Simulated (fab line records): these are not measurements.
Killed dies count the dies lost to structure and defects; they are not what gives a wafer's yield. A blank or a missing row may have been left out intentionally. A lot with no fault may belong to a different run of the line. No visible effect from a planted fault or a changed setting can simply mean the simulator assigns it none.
fab line records / flow nand-harc / part 2 of 2: steps 25 to 32 of 32
record lots=5 wafers=15 last-day=33
route steps=1302 shown P_GATE@162
lots that met no fault: taken from a fault-free run of the same line
start-h: hours from the record's first day to the start of the lot's first wafer shown / wait-h: how many hours have passed since the lot's step before this one / " as in the row above / L1.1+2: one row covering several wafers at once / - no value present, or no start provided / * or withheld: withheld / < > ~ a bound
route shown NAME@n: NAME is a module with steps in the file, n the number in the route of the first one / usual: average and standard deviation across the fault-free wafers / same: alike in all rows / chamber/n: place in a boat / sites: readings site by site / _std_site: the standard deviation of these / _edge_site: inner sites' mean taken away from outer sites' mean / radius-mm: how far each site lies from the wafer's centre / mask NAME#n: copy n / behind: the tool/chamber that last shaped the wafer / hold: the reason the lot was held/the length of the hold in hours/how it ended / device: whichever transistor did not switch (one of n, p or np) / end of line: the route-end tests of the same wafers / a step given without rows: its recipe and nothing more / killed: dies that structure and defects cost at the first sort, which is not the same as the wafer's yield / map: shows each die of a wafer: x if killed, . if not, _ if none is there
set.NAME: the setting that was run; set.NAME@STEP: the one run at that earlier step / model.NAME: the simulator's own value behind a step, which no gauge read
lots at some steps of the route; a table a step, a row a wafer
services: the hour from which a tool's chamber was out of use, counted from the record's first day as start-h (under 0 if before that day), plus the number of hours and why
## steps
# step NHARC_P_GATE_HARDBAKE_60
# recipe temp-c=125 time-s=80
# usual chill-plate-temp-C=23.01/0.1 heater-power-total-W=183.9/0.7
lot.wafer=L076.1 tool=litho-track-07 chamber=0 start-h=130.48 wait-h=- chill-plate-temp-C=23.07 heater-power-total-W=182.8
lot.wafer=L076.2 tool=litho-track-07 chamber=0 start-h=130.48 wait-h=- chill-plate-temp-C=23.05 heater-power-total-W=184.8
lot.wafer=L076.5 tool=litho-track-07 chamber=0 start-h=130.48 wait-h=- chill-plate-temp-C=22.96 heater-power-total-W=182.9
lot.wafer=L080.1 tool=litho-track-07 chamber=0 start-h=180.94 wait-h=- chill-plate-temp-C=23.10 heater-power-total-W=183.9
lot.wafer=L080.2 tool=litho-track-07 chamber=0 start-h=180.94 wait-h=- chill-plate-temp-C=23.28 heater-power-total-W=184.1
lot.wafer=L080.6 tool=litho-track-07 chamber=0 start-h=180.94 wait-h=- chill-plate-temp-C=23.19 heater-power-total-W=184.1
lot.wafer=L091.1 tool=litho-track-07 chamber=0 start-h=282.83 wait-h=- chill-plate-temp-C=22.91 heater-power-total-W=183.9
lot.wafer=L091.3 tool=litho-track-07 chamber=0 start-h=282.83 wait-h=- chill-plate-temp-C=22.80 heater-power-total-W=182.9
lot.wafer=L091.4 tool=litho-track-07 chamber=0 start-h=282.83 wait-h=- chill-plate-temp-C=23.15 heater-power-total-W=182.8
lot.wafer=L092.3 tool=litho-track-05 chamber=0 start-h=288.40 wait-h=- chill-plate-temp-C=22.89 heater-power-total-W=183.5
lot.wafer=L092.4 tool=litho-track-05 chamber=0 start-h=288.40 wait-h=- chill-plate-temp-C=22.90 heater-power-total-W=183.1
lot.wafer=L092.6 tool=litho-track-05 chamber=0 start-h=288.40 wait-h=- chill-plate-temp-C=22.98 heater-power-total-W=183.7
lot.wafer=L096.3 tool=litho-track-03 chamber=0 start-h=331.21 wait-h=- chill-plate-temp-C=22.87 heater-power-total-W=183.5
lot.wafer=L096.4 tool=litho-track-03 chamber=0 start-h=331.21 wait-h=- chill-plate-temp-C=22.78 heater-power-total-W=183.3
lot.wafer=L096.6 tool=litho-track-03 chamber=0 start-h=331.21 wait-h=- chill-plate-temp-C=23.12 heater-power-total-W=182.9
# step NHARC_P_GATE_DESCUM_61
# recipe time-s=3 o2-flow-sccm=200 ar-flow-sccm=0 bias-power-w=0 chemistry=O2
# usual drypump-motor-current-A=5.5/0.4 mfc-ar-sccm=0.009/0.011 oes-product-au=0.998/0.011 rf-vpp-V=57.6/0.94 showerhead-plenum-p-Torr=1.89/0.079 throttle-valve-pct=11.311/0.0093
lot.wafer=L076.1 tool=rie-diel-08 chamber=0 start-h=130.56 wait-h=- drypump-motor-current-A=5.9 mfc-ar-sccm=0 oes-product-au=0.990 rf-hours-counter-h=4.7 rf-vpp-V=56.5 showerhead-plenum-p-Torr=1.81 throttle-valve-pct=11.304
lot.wafer=L076.2 tool=rie-diel-08 chamber=2 start-h=130.56 wait-h=- drypump-motor-current-A=5.4 mfc-ar-sccm=0.026 oes-product-au=0.986 rf-hours-counter-h=6.4 rf-vpp-V=57.3 showerhead-plenum-p-Torr=1.79 throttle-valve-pct=11.316
lot.wafer=L076.5 tool=rie-diel-08 chamber=0 start-h=130.56 wait-h=- drypump-motor-current-A=5.9 mfc-ar-sccm=0 oes-product-au=1.001 rf-hours-counter-h=- rf-vpp-V=56.4 showerhead-plenum-p-Torr=1.81 throttle-valve-pct=11.318
lot.wafer=L080.1 tool=rie-diel-12 chamber=0 start-h=181.04 wait-h=- drypump-motor-current-A=5.7 mfc-ar-sccm=0 oes-product-au=0.999 rf-hours-counter-h=4.5 rf-vpp-V=57.6 showerhead-plenum-p-Torr=1.85 throttle-valve-pct=11.318
lot.wafer=L080.2 tool=rie-diel-12 chamber=1 start-h=181.04 wait-h=- drypump-motor-current-A=5.2 mfc-ar-sccm=0 oes-product-au=0.995 rf-hours-counter-h=3.8 rf-vpp-V=57.5 showerhead-plenum-p-Torr=1.82 throttle-valve-pct=11.311
lot.wafer=L080.6 tool=rie-diel-12 chamber=0 start-h=181.04 wait-h=- drypump-motor-current-A=5.7 mfc-ar-sccm=0 oes-product-au=0.997 rf-hours-counter-h=- rf-vpp-V=59.4 showerhead-plenum-p-Torr=1.85 throttle-valve-pct=11.325
lot.wafer=L091.1 tool=rie-diel-12 chamber=3 start-h=282.92 wait-h=- drypump-motor-current-A=6.0 mfc-ar-sccm=0.039 oes-product-au=0.984 rf-hours-counter-h=0.2 rf-vpp-V=57.9 showerhead-plenum-p-Torr=1.97 throttle-valve-pct=11.303
lot.wafer=L091.4 tool=rie-diel-12 chamber=0 start-h=282.92 wait-h=- drypump-motor-current-A=5.7 mfc-ar-sccm=0 oes-product-au=1.006 rf-hours-counter-h=0.3 rf-vpp-V=57.7 showerhead-plenum-p-Torr=1.85 throttle-valve-pct=11.310
lot.wafer=L091.3 tool=rie-diel-12 chamber=1 start-h=282.92 wait-h=- drypump-motor-current-A=5.2 mfc-ar-sccm=0 oes-product-au=0.980 rf-hours-counter-h=0.1 rf-vpp-V=57.9 showerhead-plenum-p-Torr=1.82 throttle-valve-pct=11.292
lot.wafer=L092.4 tool=rie-diel-02 chamber=0 start-h=288.47 wait-h=- drypump-motor-current-A=5.3 mfc-ar-sccm=0.003 oes-product-au=0.993 rf-hours-counter-h=2.9 rf-vpp-V=57.6 showerhead-plenum-p-Torr=2.00 throttle-valve-pct=11.311
lot.wafer=L092.3 tool=rie-diel-02 chamber=1 start-h=288.47 wait-h=- drypump-motor-current-A=5.7 mfc-ar-sccm=0.001 oes-product-au=0.982 rf-hours-counter-h=2.3 rf-vpp-V=58.0 showerhead-plenum-p-Torr=1.94 throttle-valve-pct=11.304
lot.wafer=L092.6 tool=rie-diel-02 chamber=0 start-h=288.47 wait-h=- drypump-motor-current-A=5.3 mfc-ar-sccm=0.003 oes-product-au=0.993 rf-hours-counter-h=- rf-vpp-V=58.2 showerhead-plenum-p-Torr=2.00 throttle-valve-pct=11.305
lot.wafer=L096.3 tool=rie-diel-08 chamber=0 start-h=331.29 wait-h=- drypump-motor-current-A=5.9 mfc-ar-sccm=0 oes-product-au=0.992 rf-hours-counter-h=8.3 rf-vpp-V=56.1 showerhead-plenum-p-Torr=1.81 throttle-valve-pct=11.312
lot.wafer=L096.4 tool=rie-diel-08 chamber=1 start-h=331.29 wait-h=- drypump-motor-current-A=4.9 mfc-ar-sccm=0.005 oes-product-au=0.991 rf-hours-counter-h=9.0 rf-vpp-V=57.8 showerhead-plenum-p-Torr=1.82 throttle-valve-pct=11.311
lot.wafer=L096.6 tool=rie-diel-08 chamber=0 start-h=331.29 wait-h=- drypump-motor-current-A=5.9 mfc-ar-sccm=0 oes-product-au=0.997 rf-hours-counter-h=- rf-vpp-V=57.3 showerhead-plenum-p-Torr=1.81 throttle-valve-pct=11.293
# step NHARC_P_GATE_IMPLANT_62
# recipe energy-kev=20 dose-cm2=3e+15 tilt-deg=7
# usual dose-ions-cm2=3e+15/3e+12 faraday-current-uA=12517/1000
lot.wafer=L076.1 tool=implanter-01 chamber=0 start-h=130.71 wait-h=0.1 dose-ions-cm2=2.998e+15 faraday-current-uA=13645
lot.wafer=L076.2 tool=implanter-01 chamber=0 start-h=130.71 wait-h=0.1 dose-ions-cm2=2.998e+15 faraday-current-uA=13163
lot.wafer=L076.5 tool=implanter-01 chamber=0 start-h=130.71 wait-h=0.1 dose-ions-cm2=2.998e+15 faraday-current-uA=12841
lot.wafer=L080.1 tool=implanter-02 chamber=0 start-h=181.19 wait-h=0.1 dose-ions-cm2=2.999e+15 faraday-current-uA=10943
lot.wafer=L080.2 tool=implanter-02 chamber=0 start-h=181.19 wait-h=0.1 dose-ions-cm2=3.001e+15 faraday-current-uA=11128
lot.wafer=L080.6 tool=implanter-02 chamber=0 start-h=181.19 wait-h=0.1 dose-ions-cm2=3.001e+15 faraday-current-uA=11253
lot.wafer=L091.1 tool=implanter-01 chamber=0 start-h=283.06 wait-h=0.1 dose-ions-cm2=2.997e+15 faraday-current-uA=13554
lot.wafer=L091.3 tool=implanter-01 chamber=0 start-h=283.06 wait-h=0.1 dose-ions-cm2=2.997e+15 faraday-current-uA=12955
lot.wafer=L091.4 tool=implanter-01 chamber=0 start-h=283.06 wait-h=0.1 dose-ions-cm2=3.003e+15 faraday-current-uA=13674
lot.wafer=L092.3 tool=implanter-02 chamber=0 start-h=288.68 wait-h=0.2 dose-ions-cm2=3.001e+15 faraday-current-uA=10894
lot.wafer=L092.4 tool=implanter-02 chamber=0 start-h=288.68 wait-h=0.2 dose-ions-cm2=3e+15 faraday-current-uA=11256
lot.wafer=L092.6 tool=implanter-02 chamber=0 start-h=288.68 wait-h=0.2 dose-ions-cm2=3.004e+15 faraday-current-uA=11207
lot.wafer=L096.3 tool=implanter-02 chamber=0 start-h=331.49 wait-h=0.2 dose-ions-cm2=2.994e+15 faraday-current-uA=11056
lot.wafer=L096.4 tool=implanter-02 chamber=0 start-h=331.49 wait-h=0.2 dose-ions-cm2=3.002e+15 faraday-current-uA=11175
lot.wafer=L096.6 tool=implanter-02 chamber=0 start-h=331.49 wait-h=0.2 dose-ions-cm2=3.001e+15 faraday-current-uA=11232
# step NHARC_P_GATE_STRIP_112
# recipe power-w=1500 temp-c=110 time-s=200 chemistry=N2/H2
# usual drypump-motor-current-A=5.50/0.19 heater-power-w=92/10
lot.wafer=L076.1 tool=plasma-asher-01 chamber=1 start-h=130.93 wait-h=0.2 drypump-motor-current-A=5.73 heater-power-w=76 rf-hours-counter-h=24
lot.wafer=L076.2 tool=plasma-asher-01 chamber=0 start-h=130.93 wait-h=0.2 drypump-motor-current-A=5.67 heater-power-w=87 rf-hours-counter-h=24
lot.wafer=L076.5 tool=plasma-asher-01 chamber=1 start-h=130.93 wait-h=0.2 drypump-motor-current-A=5.74 heater-power-w=75 rf-hours-counter-h=-
lot.wafer=L080.2 tool=plasma-asher-02 chamber=0 start-h=181.42 wait-h=0.2 drypump-motor-current-A=5.43 heater-power-w=94 rf-hours-counter-h=23
lot.wafer=L080.1 tool=plasma-asher-02 chamber=1 start-h=181.42 wait-h=0.2 drypump-motor-current-A=5.23 heater-power-w=102 rf-hours-counter-h=23
lot.wafer=L080.6 tool=plasma-asher-02 chamber=1 start-h=181.42 wait-h=0.2 drypump-motor-current-A=5.29 heater-power-w=99 rf-hours-counter-h=-
lot.wafer=L091.1 tool=plasma-asher-01 chamber=1 start-h=283.32 wait-h=0.2 drypump-motor-current-A=5.78 heater-power-w=74 rf-hours-counter-h=22
lot.wafer=L091.3 tool=plasma-asher-01 chamber=0 start-h=283.32 wait-h=0.2 drypump-motor-current-A=5.66 heater-power-w=86 rf-hours-counter-h=-
lot.wafer=L091.4 tool=plasma-asher-01 chamber=1 start-h=283.32 wait-h=0.2 drypump-motor-current-A=5.76 heater-power-w=74 rf-hours-counter-h=-
lot.wafer=L092.3 tool=plasma-asher-02 chamber=0 start-h=288.93 wait-h=0.2 drypump-motor-current-A=5.44 heater-power-w=97 rf-hours-counter-h=-
lot.wafer=L092.4 tool=plasma-asher-02 chamber=1 start-h=288.93 wait-h=0.2 drypump-motor-current-A=5.31 heater-power-w=104 rf-hours-counter-h=-
lot.wafer=L092.6 tool=plasma-asher-02 chamber=1 start-h=288.93 wait-h=0.2 drypump-motor-current-A=5.27 heater-power-w=105 rf-hours-counter-h=-
lot.wafer=L096.4 tool=plasma-asher-01 chamber=0 start-h=331.74 wait-h=0.2 drypump-motor-current-A=5.67 heater-power-w=89 rf-hours-counter-h=-
lot.wafer=L096.3 tool=plasma-asher-01 chamber=1 start-h=331.74 wait-h=0.2 drypump-motor-current-A=5.78 heater-power-w=73 rf-hours-counter-h=-
lot.wafer=L096.6 tool=plasma-asher-01 chamber=0 start-h=331.74 wait-h=0.2 drypump-motor-current-A=5.67 heater-power-w=88 rf-hours-counter-h=-
# step NHARC_P_GATE_STRIP_76
# recipe power-w=1500 temp-c=250 chemistry=O2
# usual drypump-motor-current-A=5.50/0.2 heater-power-w=343/39
lot.wafer=L076.1 tool=plasma-asher-01 chamber=1 start-h=131.20 wait-h=0.2 drypump-motor-current-A=5.78 heater-power-w=296 rf-hours-counter-h=25
lot.wafer=L076.2 tool=plasma-asher-01 chamber=0 start-h=131.20 wait-h=0.2 drypump-motor-current-A=5.68 heater-power-w=333 rf-hours-counter-h=25
lot.wafer=L076.5 tool=plasma-asher-01 chamber=1 start-h=131.20 wait-h=0.2 drypump-motor-current-A=5.79 heater-power-w=300 rf-hours-counter-h=-
lot.wafer=L080.2 tool=plasma-asher-02 chamber=0 start-h=181.68 wait-h=0.2 drypump-motor-current-A=5.41 heater-power-w=354 rf-hours-counter-h=23
lot.wafer=L080.1 tool=plasma-asher-02 chamber=1 start-h=181.68 wait-h=0.2 drypump-motor-current-A=5.29 heater-power-w=371 rf-hours-counter-h=23
lot.wafer=L080.6 tool=plasma-asher-02 chamber=1 start-h=181.68 wait-h=0.2 drypump-motor-current-A=5.29 heater-power-w=379 rf-hours-counter-h=-
lot.wafer=L091.1 tool=plasma-asher-01 chamber=1 start-h=283.54 wait-h=0.2 drypump-motor-current-A=5.78 heater-power-w=279 rf-hours-counter-h=23
lot.wafer=L091.3 tool=plasma-asher-01 chamber=0 start-h=283.54 wait-h=0.2 drypump-motor-current-A=5.68 heater-power-w=338 rf-hours-counter-h=-
lot.wafer=L091.4 tool=plasma-asher-01 chamber=1 start-h=283.54 wait-h=0.2 drypump-motor-current-A=5.76 heater-power-w=266 rf-hours-counter-h=-
lot.wafer=L092.3 tool=plasma-asher-02 chamber=0 start-h=289.12 wait-h=0.2 drypump-motor-current-A=5.42 heater-power-w=372 rf-hours-counter-h=-
lot.wafer=L092.4 tool=plasma-asher-02 chamber=1 start-h=289.12 wait-h=0.2 drypump-motor-current-A=5.28 heater-power-w=394 rf-hours-counter-h=-
lot.wafer=L092.6 tool=plasma-asher-02 chamber=1 start-h=289.12 wait-h=0.2 drypump-motor-current-A=5.28 heater-power-w=396 rf-hours-counter-h=-
lot.wafer=L096.4 tool=plasma-asher-01 chamber=0 start-h=331.94 wait-h=0.2 drypump-motor-current-A=5.68 heater-power-w=332 rf-hours-counter-h=-
lot.wafer=L096.3 tool=plasma-asher-01 chamber=1 start-h=331.94 wait-h=0.2 drypump-motor-current-A=5.76 heater-power-w=276 rf-hours-counter-h=-
lot.wafer=L096.6 tool=plasma-asher-01 chamber=0 start-h=331.94 wait-h=0.2 drypump-motor-current-A=5.68 heater-power-w=330 rf-hours-counter-h=-
# step NHARC_P_GATE_STRIP_63
# recipe time-s=900 temp-c=130 chemistry=SPM
lot.wafer=L076.1+2+5 tool=wet-bench-07 chamber=7,0,2 start-h=131.36 wait-h=0.1
lot.wafer=L080.1+6+2 tool=wet-bench-05 chamber=0,2,3 start-h=181.83 wait-h=0.1
lot.wafer=L091.3+4+1 tool=wet-bench-05 chamber=3,5,7 start-h=283.68 wait-h=0.1
lot.wafer=L092.6+4+3 tool=wet-bench-07 chamber=2,3,7 start-h=289.24 wait-h=0.1
lot.wafer=L096.6+4+3 tool=wet-bench-07 chamber=4,5,6 start-h=332.07 wait-h=0.1
# step NHARC_P_GATE_DEHYDRATE_83
# recipe temp-c=150 time-s=120
# usual chill-plate-temp-C=23.01/0.11 heater-power-total-W=182.6/1.1
lot.wafer=L076.1 tool=litho-track-03 chamber=0 start-h=131.70 wait-h=- chill-plate-temp-C=22.88 heater-power-total-W=181.6
lot.wafer=L076.2 tool=litho-track-03 chamber=0 start-h=131.70 wait-h=- chill-plate-temp-C=22.95 heater-power-total-W=183.1
lot.wafer=L076.5 tool=litho-track-03 chamber=0 start-h=131.70 wait-h=- chill-plate-temp-C=23.08 heater-power-total-W=182.1
lot.wafer=L080.1 tool=litho-track-05 chamber=0 start-h=182.18 wait-h=- chill-plate-temp-C=23.09 heater-power-total-W=180.9
lot.wafer=L080.2 tool=litho-track-05 chamber=0 start-h=182.18 wait-h=- chill-plate-temp-C=23.11 heater-power-total-W=182.6
lot.wafer=L080.6 tool=litho-track-05 chamber=0 start-h=182.18 wait-h=- chill-plate-temp-C=23.05 heater-power-total-W=184.2
lot.wafer=L091.1 tool=litho-track-07 chamber=0 start-h=284.02 wait-h=- chill-plate-temp-C=23.13 heater-power-total-W=182.8
lot.wafer=L091.3 tool=litho-track-07 chamber=0 start-h=284.02 wait-h=- chill-plate-temp-C=22.79 heater-power-total-W=181.1
lot.wafer=L091.4 tool=litho-track-07 chamber=0 start-h=284.02 wait-h=- chill-plate-temp-C=22.99 heater-power-total-W=183.0
lot.wafer=L092.3 tool=litho-track-07 chamber=0 start-h=289.60 wait-h=- chill-plate-temp-C=22.99 heater-power-total-W=182.0
lot.wafer=L092.4 tool=litho-track-07 chamber=0 start-h=289.60 wait-h=- chill-plate-temp-C=22.94 heater-power-total-W=181.7
lot.wafer=L092.6 tool=litho-track-07 chamber=0 start-h=289.60 wait-h=- chill-plate-temp-C=23.07 heater-power-total-W=182.1
lot.wafer=L096.3 tool=litho-track-07 chamber=0 start-h=332.41 wait-h=- chill-plate-temp-C=23.12 heater-power-total-W=180.9
lot.wafer=L096.4 tool=litho-track-07 chamber=0 start-h=332.41 wait-h=- chill-plate-temp-C=23.00 heater-power-total-W=181.9
lot.wafer=L096.6 tool=litho-track-07 chamber=0 start-h=332.41 wait-h=- chill-plate-temp-C=23.04 heater-power-total-W=180.4
# step NHARC_P_GATE_HMDS_84
# recipe time-s=30
# usual chill-plate-temp-C=22.99/0.1
lot.wafer=L076.1 tool=litho-track-03 chamber=0 start-h=- wait-h=- chill-plate-temp-C=22.84
lot.wafer=L076.2 tool=litho-track-03 chamber=0 start-h=- wait-h=- chill-plate-temp-C=22.82
lot.wafer=L076.5 tool=litho-track-03 chamber=0 start-h=- wait-h=- chill-plate-temp-C=22.74
lot.wafer=L080.1 tool=litho-track-05 chamber=0 start-h=- wait-h=- chill-plate-temp-C=22.85
lot.wafer=L080.2 tool=litho-track-05 chamber=0 start-h=- wait-h=- chill-plate-temp-C=23.09
lot.wafer=L080.6 tool=litho-track-05 chamber=0 start-h=- wait-h=- chill-plate-temp-C=22.96
lot.wafer=L091.1 tool=litho-track-07 chamber=0 start-h=- wait-h=- chill-plate-temp-C=22.84
lot.wafer=L091.3 tool=litho-track-07 chamber=0 start-h=- wait-h=- chill-plate-temp-C=22.97
lot.wafer=L091.4 tool=litho-track-07 chamber=0 start-h=- wait-h=- chill-plate-temp-C=23.11
lot.wafer=L092.3 tool=litho-track-07 chamber=0 start-h=- wait-h=- chill-plate-temp-C=22.98
lot.wafer=L092.4 tool=litho-track-07 chamber=0 start-h=- wait-h=- chill-plate-temp-C=22.93
lot.wafer=L092.6 tool=litho-track-07 chamber=0 start-h=- wait-h=- chill-plate-temp-C=23.02
lot.wafer=L096.3 tool=litho-track-07 chamber=0 start-h=- wait-h=- chill-plate-temp-C=22.94
lot.wafer=L096.4 tool=litho-track-07 chamber=0 start-h=- wait-h=- chill-plate-temp-C=23.01
lot.wafer=L096.6 tool=litho-track-07 chamber=0 start-h=- wait-h=- chill-plate-temp-C=22.86
## services
tool=plasma-asher-02 chamber=- start-h=105.57 hours=1.1 kind=repair
tool=litho-track-05 chamber=- start-h=124.00 hours=7.0 kind=pm
tool=rie-diel-12 chamber=- start-h=142.05 hours=0.9 kind=repair
tool=implanter-02 chamber=- start-h=146.00 hours=13.0 kind=pm
tool=rie-diel-12 chamber=3 start-h=151.57 hours=7.4 kind=repair
tool=rie-diel-08 chamber=- start-h=154.11 hours=0.5 kind=repair
tool=krf-scanner-02 chamber=- start-h=155.07 hours=6.7 kind=repair
tool=wet-bench-07 chamber=- start-h=160.00 hours=8.0 kind=pm
tool=plasma-asher-01 chamber=- start-h=172.60 hours=9.0 kind=pm
tool=implanter-02 chamber=- start-h=176.95 hours=2.1 kind=repair
tool=rie-diel-12 chamber=3 start-h=180.08 hours=8.4 kind=repair
tool=rie-diel-08 chamber=- start-h=181.35 hours=0.4 kind=repair
tool=rie-diel-08 chamber=- start-h=190.80 hours=9.0 kind=pm
tool=rie-diel-12 chamber=1 start-h=209.15 hours=14.6 kind=repair
tool=krf-scanner-02 chamber=- start-h=212.69 hours=13.4 kind=repair
tool=implanter-02 chamber=- start-h=227.31 hours=14.9 kind=repair
tool=implanter-02 chamber=- start-h=247.49 hours=2.3 kind=repair
tool=plasma-asher-02 chamber=- start-h=249.00 hours=9.0 kind=pm
tool=litho-track-07 chamber=- start-h=251.00 hours=7.0 kind=pm
tool=wet-bench-05 chamber=- start-h=260.80 hours=8.0 kind=pm
tool=krf-scanner-02 chamber=- start-h=266.00 hours=4.0 kind=pm
tool=litho-track-03 chamber=- start-h=275.00 hours=7.0 kind=pm
tool=litho-track-05 chamber=- start-h=299.00 hours=7.0 kind=pm
tool=implanter-02 chamber=- start-h=317.31 hours=3.4 kind=repair
